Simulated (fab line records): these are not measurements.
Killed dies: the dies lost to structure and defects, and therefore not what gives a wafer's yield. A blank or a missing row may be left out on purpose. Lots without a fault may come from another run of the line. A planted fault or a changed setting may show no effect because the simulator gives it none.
Which tool was responsible?	flow n5 finfet	23 lots (69 wafers sampled), 1 step of a 1938-step route

## WHAT THE GAUGES SHOWED, per wafer
N5_HKMG_FIN_CD_MEAS_49: target cd 202 nm.
lot	measured	on	cd nm (nm)
L074	day 3 23:13	cd sem-01	203.0 201.8 202.2
L075	day 4 07:25	cd sem-03	202.7 202.8 202.7
L076	day 4 13:08	cd sem-03	202.9 202.6 203.3
L077	day 4 17:32	cd sem-03	202.0 202.4 202.5
L078	day 5 01:14	cd sem-02	201.7 201.9 201.3
L079	day 5 08:18	cd sem-02	202.8 203.2 203.3
L080	day 5 13:29	cd sem-03	202.5 201.6 201.2
L081	day 5 16:35	cd sem-03	202.7 201.8 203.5
L082	day 6 02:01	cd sem-02	202.8 202.3 202.2
L083	day 6 08:24	cd sem-03	203.7 202.4 203.4
L084	day 6 14:08	cd sem-02	202.4 202.7 201.6
L085	day 6 20:06	cd sem-02	203.3 203.6 201.7
L086	day 7 02:52	cd sem-03	201.9 202.2 202.0
L087	day 7 05:37	cd sem-01	202.6 203.9 203.0
L088	day 7 08:40	cd sem-03	203.2 203.0 203.2
L089	day 7 16:13	cd sem-01	202.3 201.5 201.8
L090	day 7 21:46	cd sem-02	202.3 201.1 201.4
L091	day 8 04:13	cd sem-03	201.4 202.7 202.2
L092	day 8 11:22	cd sem-03	202.7 201.5 202.3
L094	day 9 00:24	cd sem-03	202.0 202.7 201.8
L095	day 9 03:53	cd sem-02	202.1 202.0 202.4
L096	day 9 16:23	cd sem-02	202.5 203.5 202.6
L097	day 9 17:28	cd sem-02	202.5 203.0 202.0

## EACH LOT AND THE TOOL THAT RAN IT (in order: tool; ch and the chambers of the sampled wafers; start)
The record shows no process step preceding these readings.

## AS READ BY THE TOOLS THEMSELVES (means over the sampled wafers that have a number; for cases with no such wafer, the mark the record gives instead)
The record holds no such reading with a usual standard deviation.

## THE ANSWER, worked out from the rows above alone
Rule: the usual values come from the lots themselves. The widest of any qualifying gaps counts: lots, ordered by their means at a reading, are off when they make up no more than a third of the lots, leave a main group of 4 or more, and stand apart from it by 3 or more times the standard deviation of that group's means. If all means in a main group match to the digits the tables above print for the reading, that group is not used. A lot without any number at a reading at which 4 lots or more have one is off too. Any other lot the step has rows for is counted as sound. Order of review: gauges by route order, followed by the tools' own readings, for which a lot's mean as printed above is used. At the first step where some lot is off, the reading lying furthest off is the one used; lots without a number count as furthest.
Across all readings shown, no lot is off: no conclusion can be drawn from this.

## WHAT THE SIMULATOR HAD PUT IN
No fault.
